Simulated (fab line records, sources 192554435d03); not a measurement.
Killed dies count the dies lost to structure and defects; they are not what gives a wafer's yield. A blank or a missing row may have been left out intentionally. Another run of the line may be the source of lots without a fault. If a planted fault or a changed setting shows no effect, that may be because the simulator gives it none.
Matching of chambers | flow n5_finfet | N5_SD_EPI_N_SD_RECESS_17 on rie_si-05: 4 sister chambers
The step chemistry HBr/Cl2/O2, target depth 41 nm, time 23.7 s, bt time 3 s. 4 wafers are shown with their chamber, then 7 later ones without.

WAFERS WITH THEIR CHAMBER
wafer  | chamber | drypump_motor_current_A (A)
L409.3 | 1       | 6.5
L409.5 | 3       | 5.8
L410.2 | 0       | 5.5
L410.4 | 2       | 5.2

WAFERS MISSING THEIR CHAMBER
wafer  | drypump_motor_current_A (A)
L410.6 | 5.5
L411.3 | 6.5
L411.5 | 5.2
L411.6 | 5.8
L413.1 | 5.9
L413.4 | 5.2
L413.6 | 5.1

WHICH CHAMBER EACH WENT THROUGH
wafer  | from the rows above | in truth
L410.6 | 0                   | 0
L411.3 | 1                   | 1
L411.5 | 2                   | 2
L411.6 | 3                   | 3
L413.1 | 3                   | 3
L413.4 | 2                   | 2
L413.6 | 2                   | 2
Correct placement for 7 of the 7. Number that these rows cannot place: 0. Number placed wrongly: 0.
How it was worked out, from the rows above alone: a wafer's distance from a chamber is the root of the sum, over the readings, of the square of ((its reading less the chamber's mean) divided by the reading's scatter). The wafer belongs to the nearest chamber; if the next one is less than 2 further off, it can't be placed. The mean given for a chamber averages the wafers shown for that chamber. The scatter (one wafer shown for each chamber): square how far every hidden wafer sits from the nearest shown wafer, average those squares and take the square root.
